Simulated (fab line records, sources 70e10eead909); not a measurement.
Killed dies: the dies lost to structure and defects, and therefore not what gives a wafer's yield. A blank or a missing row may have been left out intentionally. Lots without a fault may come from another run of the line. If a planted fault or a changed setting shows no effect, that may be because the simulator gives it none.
fab line records	flow nand-harc
record lots=14	wafers=42	last-day=32
route steps=1302 shown THIN_TSV@1271
lots with no fault: from the same line, run without faults
start-h: the number of hours between the record's first day and the start of the first shown wafer of the lot	wait-h: time in hours since the lot's previous step	" repeats the value in the row above	L1.1+2: a row that stands for several wafers	- no value, or no start was given	* or withheld: withheld	< > ~ a bound
route shown NAME@n: names a module that has steps shown in the file, with the first one's number in the route	usual: the fault-free wafers' mean and standard deviation	same: alike in all rows	chamber/n: place in a boat	sites: per-site readings	_std_site: standard deviation of those values	_edge_site: the outer-site mean with the inner-site mean subtracted	radius-mm: how far each site lies from the wafer's centre	mask NAME#n: copy n	behind: the most recent tool/chamber to have shaped the wafer	hold: cause of the lot's hold/its duration in hours/its outcome	device: whichever transistor did not switch (one of n, p or np)	end of line: at the end of the route, the tests of the same wafers	a step with no rows: only its recipe	killed: the dies lost at the first sort to structure and to defects; this is not the yield of the wafer	map: per-die view of a wafer (x killed, . not killed, _ where there is no die)
set.NAME: setting as actually run; set.NAME@STEP: the setting as run at that earlier step	model.NAME: the simulator's own value behind a step, which no gauge read
the route's steps for a sample of lots (tables are steps, rows are wafers)
services: a tool's chamber out of use, with start hour (start-h, from the record's first day; less than 0 if before it), hours out, and reason
## steps
# step NHARC_THIN_TSV_PRE_CLEAN_50
# recipe time-s=30	temp-c=280	gas=H2/He
# usual heater-power-w=428/48
lot.wafer	tool	chamber	start-h	wait-h	heater-power-w
L554.2	pvd-sputter-03	-	-	-	421
L554.1	"	-	"	"	389
L554.6	"	-	"	"	448
L555.4	pvd-sputter-03	-	-	-	442
L555.1	"	-	"	"	394
L555.5	"	-	"	"	481
L558.2	pvd-sputter-03	-	-	-	399
L558.1	"	-	"	"	477
L558.6	"	-	"	"	473
L557.4	pvd-sputter-01	-	-	-	459
L557.2	"	-	"	"	392
L557.5	"	-	"	"	473
L559.2	pvd-sputter-03	-	-	-	477
L559.4	"	-	"	"	393
L559.5	"	-	"	"	473
L561.1	pvd-sputter-01	-	-	-	462
L561.4	"	-	"	"	386
L561.5	"	-	"	"	476
L560.2	pvd-sputter-03	-	-	-	471
L560.1	"	-	"	"	394
L560.6	"	-	"	"	438
L563.3	pvd-sputter-02	-	-	-	364
L563.4	"	-	"	"	400
L563.6	"	-	"	"	362
L567.1	pvd-sputter-01	-	-	-	472
L567.3	"	-	"	"	379
L567.2	"	-	"	"	369
L565.2	pvd-sputter-03	-	-	-	435
L565.3	"	-	"	"	479
L565.6	"	-	"	"	388
L569.2	pvd-sputter-02	-	-	-	412
L569.4	"	-	"	"	399
L569.5	"	-	"	"	407
L568.2	pvd-sputter-02	-	-	-	401
L568.6	"	-	"	"	408
L568.5	"	-	"	"	532
L574.1	pvd-sputter-02	-	-	-	384
L574.2	"	-	"	"	358
L574.3	"	-	"	"	415
L576.4	pvd-sputter-02	-	-	-	365
L576.1	"	-	"	"	543
L576.6	"	-	"	"	415
# step NHARC_THIN_TSV_PVD_19
# recipe target-thk-a=200	chamber-pressure-pa=5	material=TaN
# usual throttle-valve-pct=30.5/0.88
lot.wafer	tool	chamber	start-h	wait-h	throttle-valve-pct
L554.1	pvd-sputter-03	-	-	-	30.8
L554.2	"	-	"	"	31.8
L554.6	"	-	"	"	31.4
L555.1	pvd-sputter-03	-	-	-	30.8
L555.4	"	-	"	"	30.2
L555.5	"	-	"	"	30.5
L558.2	pvd-sputter-03	-	-	-	30.7
L558.1	"	-	"	"	31.6
L558.6	"	-	"	"	30.3
L557.4	pvd-sputter-01	-	-	-	31.0
L557.2	"	-	"	"	28.9
L557.5	"	-	"	"	28.7
L559.2	pvd-sputter-03	-	-	-	31.8
L559.4	"	-	"	"	31.2
L559.5	"	-	"	"	31.5
L561.4	pvd-sputter-01	-	-	-	31.6
L561.1	"	-	"	"	30.1
L561.5	"	-	"	"	29.7
L560.1	pvd-sputter-03	-	-	-	30.1
L560.2	"	-	"	"	31.9
L560.6	"	-	"	"	30.1
L563.4	pvd-sputter-02	-	-	-	31.8
L563.3	"	-	"	"	30.1
L563.6	"	-	"	"	29.4
L567.3	pvd-sputter-01	-	-	-	30.1
L567.2	"	-	"	"	30.2
L567.1	"	-	"	"	31.4
L565.3	pvd-sputter-03	-	-	-	30.4
L565.2	"	-	"	"	31.2
L565.6	"	-	"	"	29.9
L569.2	pvd-sputter-02	-	-	-	31.5
L569.4	"	-	"	"	29.6
L569.5	"	-	"	"	31.6
L568.2	pvd-sputter-02	-	-	-	30.4
L568.6	"	-	"	"	30.6
L568.5	"	-	"	"	29.5
L574.3	pvd-sputter-02	-	-	-	29.4
L574.1	"	-	"	"	31.8
L574.2	"	-	"	"	30.4
L576.1	pvd-sputter-02	-	-	-	30.6
L576.4	"	-	"	"	30.1
L576.6	"	-	"	"	30.5
# step NHARC_THIN_TSV_STRIP_56
# recipe power-w=1500	temp-c=250	chemistry=O2
# usual drypump-motor-current-A=5.20/0.27	heater-power-w=355/38
lot.wafer	tool	chamber	start-h	wait-h	drypump-motor-current-A	heater-power-w	rf-hours-counter-h
L554.2	plasma-asher-01	1	555.38	0.1	5.59	419	4
L554.1	"	0	"	"	5.02	317	4
L554.6	"	1	"	"	5.57	405	-
L555.1	plasma-asher-02	1	575.87	0.1	4.87	346	31
L555.4	"	1	"	"	4.88	345	-
L555.5	"	0	"	"	5.21	317	-
L558.1	plasma-asher-02	1	577.06	0.1	4.89	349	31
L558.2	"	0	"	"	5.20	322	31
L558.6	"	0	"	"	5.21	319	-
L557.2	plasma-asher-02	1	577.66	0.1	4.89	338	31
L557.4	"	0	"	"	5.21	320	-
L557.5	"	1	"	"	4.90	354	-
L559.2	plasma-asher-01	1	606.20	0.1	5.58	425	15
L559.4	"	0	"	"	5.03	317	-
L559.5	"	0	"	"	5.05	309	-
L561.1	plasma-asher-02	0	629.54	0.1	5.22	319	4
L561.4	"	0	"	"	5.20	322	-
L561.5	"	1	"	"	4.90	356	-
L560.1	plasma-asher-01	1	630.89	0.1	5.56	431	21
L560.2	"	0	"	"	5.01	323	21
L560.6	"	0	"	"	5.02	315	-
L563.3	plasma-asher-01	0	644.60	0.2	5.02	326	-
L563.4	"	1	"	"	5.59	418	-
L563.6	"	0	"	"	5.04	321	-
L567.2	plasma-asher-02	1	674.83	0.1	4.90	359	13
L567.1	"	0	"	"	5.18	309	13
L567.3	"	0	"	"	5.19	319	-
L565.2	plasma-asher-01	0	675.76	0.1	5.02	322	29
L565.3	"	1	"	"	5.61	413	-
L565.6	"	0	"	"	5.01	322	-
L569.2	plasma-asher-02	0	716.30	0.1	5.21	319	23
L569.4	"	0	"	"	5.20	320	-
L569.5	"	1	"	"	4.86	354	-
L568.2	plasma-asher-02	1	717.21	0.1	4.87	358	23
L568.5	"	1	"	"	4.90	370	-
L568.6	"	0	"	"	5.21	316	-
L574.2	plasma-asher-01	0	754.28	0.1	5.04	324	12
L574.1	"	1	"	"	5.58	396	12
L574.3	"	1	"	"	5.62	389	-
L576.1	plasma-asher-01	0	764.30	0.1	5.02	331	14
L576.4	"	1	"	"	5.55	392	-
L576.6	"	0	"	"	5.03	327	-
# step NHARC_THIN_TSV_ANNEAL_58
# recipe temp-c=400	time-s=1800
# usual run-length-s=1821/5.7	spike-tc-bottom-C=425.3/2.9
lot.wafer	tool	chamber	start-h	wait-h	run-length-s	spike-tc-bottom-C
L554.1	furnace-05	0	559.45	3.2	1821	427.3
L554.2	"	0	"	"	1821	427.0
L554.6	"	0	"	"	1821	426.3
L555.1	furnace-05	0	581.49	4.9	1829	425.7
L555.4	"	0	"	"	1829	427.7
L555.5	"	0	"	"	1829	428.9
L557.2	furnace-05	0	581.49	3.1	1816	428.3
L557.4	"	0	"	"	1816	425.7
L557.5	"	0	"	"	1816	425.9
L558.1	furnace-05	0	581.49	3.6	1815	427.1
L558.2	"	0	"	"	1815	425.7
L558.6	"	0	"	"	1815	427.7
L559.2	furnace-02	0	610.13	3.1	1834	419.4
L559.4	"	0	"	"	1834	421.9
L559.5	"	0	"	"	1834	422.8
L560.1	furnace-02	0	633.49	1.8	1822	420.2
L560.2	"	0	"	"	1822	420.6
L560.6	"	0	"	"	1822	421.0
L561.1	furnace-02	0	633.49	3.1	1822	420.8
L561.4	"	0	"	"	1822	419.9
L561.5	"	0	"	"	1822	419.1
L563.3	furnace-02	0	648.50	3.2	1822	420.2
L563.4	"	0	"	"	1822	421.1
L563.6	"	0	"	"	1822	419.6
L565.2	furnace-01	0	678.70	2.1	1819	427.5
L565.3	"	0	"	"	1819	426.9
L565.6	"	0	"	"	1819	426.4
L567.1	furnace-01	0	678.70	3.1	1833	426.4
L567.2	"	0	"	"	1833	425.8
L567.3	"	0	"	"	1833	425.4
L568.2	furnace-05	-	720.30	2.3	-	-
L568.5	"	-	"	"	-	-
L568.6	"	-	"	"	-	-
L569.2	furnace-05	-	720.30	3.2	-	-
L569.4	"	-	"	"	-	-
L569.5	"	-	"	"	-	-
L574.1	furnace-05	0	758.29	3.2	1818	427.2
L574.2	"	0	"	"	1818	428.2
L574.3	"	0	"	"	1818	426.1
L576.1	furnace-05	0	767.01	2.0	1819	427.9
L576.4	"	0	"	"	1819	427.9
L576.6	"	0	"	"	1819	425.6
## services
tool	chamber	start-h	hours	kind
plasma-asher-01	0	528.08	-	clean
plasma-asher-01	1	528.08	-	clean
furnace-02	-	568.94	26.0	pm
furnace-01	-	574.36	8.9	repair
pvd-sputter-01	-	582.00	10.0	pm
plasma-asher-02	-	603.31	9.0	pm
plasma-asher-02	0	603.31	9.0	vent-cycle
plasma-asher-02	1	603.31	9.0	vent-cycle
plasma-asher-02	0	612.31	-	clean
plasma-asher-02	1	612.31	-	clean
plasma-asher-01	-	628.53	1.2	repair
pvd-sputter-02	-	643.50	10.0	pm
pvd-sputter-03	-	691.78	1.4	repair
plasma-asher-01	-	696.08	9.0	pm
plasma-asher-01	0	696.08	9.0	vent-cycle
plasma-asher-01	1	696.08	9.0	vent-cycle
pvd-sputter-03	-	704.01	10.0	pm
plasma-asher-01	0	705.08	-	clean
plasma-asher-01	1	705.08	-	clean
plasma-asher-02	-	730.34	11.8	repair
plasma-asher-01	-	740.34	1.1	repair
furnace-01	-	751.96	4.5	repair
pvd-sputter-01	-	760.00	10.0	pm
## key
first-sign step=NHARC_THIN_TSV_ANNEAL_58	reading=tool-record	direction=missing
effect none on later readings
met-at NHARC_THIN_TSV_ANNEAL_58
struck-lots L568,L569
not-acting-at NHARC_THIN_TSV_PRE_CLEAN_50,NHARC_THIN_TSV_PVD_19,NHARC_THIN_TSV_STRIP_56
onset-between 581.49 720.30
fault kind=skipped-step-whole	tool=furnace-05	chamber=-	onset-h=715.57	steps=NHARC_THIN_TSV_ANNEAL_58	scope=struck-lots-only
